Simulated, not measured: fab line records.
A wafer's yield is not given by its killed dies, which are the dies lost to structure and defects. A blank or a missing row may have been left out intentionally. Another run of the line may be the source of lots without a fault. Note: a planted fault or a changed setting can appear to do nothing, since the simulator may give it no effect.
Split-lot study ; flow n5 finfet ; route with 1938 steps; 7 lots, 21 wafers read

ON THE SPLIT
At N5_BEOL_M0_SAQP_ETCH_106 (etches SOC in N2/H2, stops on SiNx, target depth 150 nm), the setting target depth a was moved away from the recipe's 1500 angstrom on 8 of the 21 wafers read, by -11.2% to +10.7%. This setting was run at the recipe's value on the other wafers.

The reading is taken at the split's own step.

THE READING
SOC_of_BEOL_M0_SAQP_COAT_105.thk nm (the simulator's own value, which no gauge read), in nm, at N5_BEOL_M0_SAQP_ETCH_106 (etches SOC in N2/H2, stops on SiNx, target depth 150 nm). No usual value for it is given in the file. Across the 13 wafers here that went through the recipe, the average is 24.6 nm and the standard deviation 0.79 nm.

wafer;tool, chamber at the split;target depth a as run, angstrom;against the recipe;SOC_of_BEOL_M0_SAQP_COAT_105.thk nm, nm;against lot-mates on the recipe
L074.1;rie diel-01, 0;1660;+10.7%;14.8;-9.8
L074.4;rie diel-01, 2;1500;recipe;24.6;-
L074.5;rie diel-01, 2;1660;+10.7%;16.8;-7.8
L080.1;rie diel-03, 2;1341;-10.6%;31.6;+7.2
L080.3;rie diel-03, 1;1341;-10.6%;31.8;+7.4
L080.6;rie diel-03, 2;1500;recipe;24.4;-
L084.1;rie diel-03, 3;1500;recipe;24;-
L084.2;rie diel-03, 0,1;1500;recipe;24.4;-
L084.3;rie diel-03, 0,1;1500;recipe;24.4;-
L087.2;rie diel-03, 0;1332;-11.2%;32.6;+7.6
L087.3;rie diel-03, 3;1500;recipe;25;-
L087.6;rie diel-03, 3;1332;-11.2%;33.4;+8.4
L091.1;rie diel-03, 2,3,3;1500;recipe;25.2;-
L091.4;rie diel-03, 2,3,3;1500;recipe;25.2;-
L091.5;rie diel-03, 2,3,3;1500;recipe;25.2;-
L094.1;rie diel-06, 3;1624;+8.3%;18.8;-3.4
L094.3;rie diel-06, 2;1624;+8.3%;18;-4.2
L094.5;rie diel-06, 0;1500;recipe;22.2;-
L095.3;rie diel-03, 3;1500;recipe;25.4;-
L095.4;rie diel-03, 1;1500;recipe;24.8;-
L095.6;rie diel-03, 1;1500;recipe;24.6;-
The file does not say which wafer passed through which chamber wherever a row lists several chambers: such a row stands for several wafers.

FIT RESULTS
A straight line over all 21 wafers: SOC_of_BEOL_M0_SAQP_COAT_105.thk nm changes by -0.75 nm for each +1% of target depth a; r = -0.99; the points scatter about the line by 0.82 nm.
The same after taking each lot's own level away (the mean of its wafers on the recipe; 21 wafers): -0.696 nm for each +1%; r = -0.98; scatter 0.87 nm.
According to that fit, moving target depth a by its largest amount changes the reading by 7.8 nm.
From 22.20 to 25.20 nm: that is the span of the lots' own levels, equal to 3.8 times the standard deviation above.
The two slopes agree, so the slope changes little with the lot-to-lot level.
Check: with one of the wafers moved furthest among these (-11.2%) left out of the fit, the line predicts +7.92 nm for it against its lot-mates. It came out at +7.6 nm against them.

FURTHER SPLITS ON THESE WAFERS
Other splits were also applied to these wafers ahead of the reading. Each is held against what the fit with the lots' levels taken away leaves over:
other split on the same wafers;wafers away from the commonest value;r with SOC_of_BEOL_M0_SAQP_COAT_105.thk nm (lot level and that fit taken away)
N5_SDB_COAT_05 spin rpm;8;+0.23
N5_HKMG_FIN_ETCH_55 time s;7;+0.48
N5_GATE_CUT_COAT_27 spin rpm;8;-0.05
N5_MOL_CONTACT_COAG_VIA_ETCH_117 bias w;7;+0.32

FILE'S OWN FIT
SOC_of_BEOL_M0_SAQP_COAT_105.thk nm changes by -0.696 nm for each +1% of target depth a, r = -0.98.
